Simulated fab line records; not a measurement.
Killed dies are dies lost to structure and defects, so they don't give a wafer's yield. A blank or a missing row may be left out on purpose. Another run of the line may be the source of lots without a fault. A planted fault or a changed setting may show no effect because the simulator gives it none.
Lot-split experiment / flow n5Finfet / 21 wafers read across 7 lots, on a route 1938 steps long

## ABOUT THE SPLIT
At N5_BEOL_M8_ETCH_61 (etches SiARC in CF4, target depth 45.5 nm, time 75.8 s), the setting biasW was moved away from the recipe's 36 W on 9 of the 21 wafers read, by -8.7% to +16.6%. This setting was run at the recipe's value on the other wafers.

Reading taken at the split's own step.

## THE READING
rfVppV, in V, at N5_BEOL_M8_ETCH_61 (etches SiARC in CF4, target depth 45.5 nm, time 75.8 s). A value of 184.6 V with a standard deviation of 1.3 V is what fault-free wafers of this fab line usually give.

wafer=L074.2; tool, chamber at the split=rieDiel-01, 2; biasW as run, W=38.38; against the recipe=+6.6%; rfVppV, V=193.1; against lot-mates on the recipe=+8.9
wafer=L074.5; tool, chamber at the split=rieDiel-01, 2; biasW as run, W=38.38; against the recipe=+6.6%; rfVppV, V=194.1; against lot-mates on the recipe=+9.9
wafer=L074.6; tool, chamber at the split=rieDiel-01, 1; biasW as run, W=36; against the recipe=recipe; rfVppV, V=184.2; against lot-mates on the recipe=-
wafer=L082.1; tool, chamber at the split=rieDiel-03, 1; biasW as run, W=36; against the recipe=recipe; rfVppV, V=185.9; against lot-mates on the recipe=-
wafer=L082.3; tool, chamber at the split=rieDiel-03, 3; biasW as run, W=36; against the recipe=recipe; rfVppV, V=185.4; against lot-mates on the recipe=-
wafer=L082.5; tool, chamber at the split=rieDiel-03, 0; biasW as run, W=36; against the recipe=recipe; rfVppV, V=182.4; against lot-mates on the recipe=-
wafer=L089.2; tool, chamber at the split=rieDiel-03, 2; biasW as run, W=36; against the recipe=recipe; rfVppV, V=184.6; against lot-mates on the recipe=-
wafer=L089.3; tool, chamber at the split=rieDiel-03, 1; biasW as run, W=41.98; against the recipe=+16.6%; rfVppV, V=205.4; against lot-mates on the recipe=+20.8
wafer=L089.5; tool, chamber at the split=rieDiel-03, 1; biasW as run, W=41.98; against the recipe=+16.6%; rfVppV, V=204.4; against lot-mates on the recipe=+19.8
wafer=L090.3; tool, chamber at the split=rieDiel-03, 2; biasW as run, W=41.47; against the recipe=+15.2%; rfVppV, V=203.4; against lot-mates on the recipe=+20.2
wafer=L090.5; tool, chamber at the split=rieDiel-03, 0; biasW as run, W=36; against the recipe=recipe; rfVppV, V=183.2; against lot-mates on the recipe=-
wafer=L090.6; tool, chamber at the split=rieDiel-03, 3; biasW as run, W=41.47; against the recipe=+15.2%; rfVppV, V=203.7; against lot-mates on the recipe=+20.5
wafer=L093.1; tool, chamber at the split=rieDiel-03, 0; biasW as run, W=36; against the recipe=recipe; rfVppV, V=182.2; against lot-mates on the recipe=-
wafer=L093.4; tool, chamber at the split=rieDiel-03, 1; biasW as run, W=36; against the recipe=recipe; rfVppV, V=185.6; against lot-mates on the recipe=-
wafer=L093.6; tool, chamber at the split=rieDiel-03, 2; biasW as run, W=39.38; against the recipe=+9.4%; rfVppV, V=195.8; against lot-mates on the recipe=+11.9
wafer=L094.1; tool, chamber at the split=rieDiel-05, 1; biasW as run, W=36; against the recipe=recipe; rfVppV, V=182.4; against lot-mates on the recipe=-
wafer=L094.3; tool, chamber at the split=rieDiel-05, 0; biasW as run, W=32.88; against the recipe=-8.7%; rfVppV, V=173.3; against lot-mates on the recipe=-9.1
wafer=L094.4; tool, chamber at the split=rieDiel-05, 2; biasW as run, W=32.88; against the recipe=-8.7%; rfVppV, V=172.0; against lot-mates on the recipe=-10.4
wafer=L097.1; tool, chamber at the split=rieDiel-03, 3; biasW as run, W=36; against the recipe=recipe; rfVppV, V=185.8; against lot-mates on the recipe=-
wafer=L097.3; tool, chamber at the split=rieDiel-03, 1; biasW as run, W=36; against the recipe=recipe; rfVppV, V=185.8; against lot-mates on the recipe=-
wafer=L097.4; tool, chamber at the split=rieDiel-03, 0; biasW as run, W=36; against the recipe=recipe; rfVppV, V=181.0; against lot-mates on the recipe=-

FIT RESULTS
A straight line over all 21 wafers: rfVppV changes by +1.28 V for each +1% of biasW; r = +0.99; the points scatter about the line by 1.4 V.
The same after taking each lot's own level away (the mean of its wafers on the recipe; 21 wafers): +1.25 V for each +1%; r = +0.99; scatter 1.4 V.
That fit puts the effect of the largest move of biasW on the reading at 21 V.
The span of the lots' own levels, 182.40 to 184.60 V, comes to 1.7 times the standard deviation stated above.
The two slopes are in agreement: the lot-to-lot level therefore moves the slope only a little.
Check: +21.2 V against its lot-mates is what the line predicts for one of the wafers moved furthest among these (+16.6%) when that wafer is left out of the fit. It came out at +20.8 V against them.
Tool readings at the split's step, against how far the setting was moved: rfVppV r = +0.99.

## OTHER SPLITS APPLIED TO THESE WAFERS
Note: prior to the reading, these wafers also went through further splits. Each is held against what the fit with the lots' levels taken away leaves over:
other split on the same wafers=N5_BEOL_M7_DESCUM_33 timeS; wafers away from the commonest value=3; r with rfVppV (lot level and that fit taken away)=+0.01
other split on the same wafers=N5_BEOL_M7_TRENCH_ETCH_37 timeS; wafers away from the commonest value=5; r with rfVppV (lot level and that fit taken away)=-0.04

## FILE'S OWN FIT
rfVppV changes by +1.27 V for each +1% of biasW, r = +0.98.
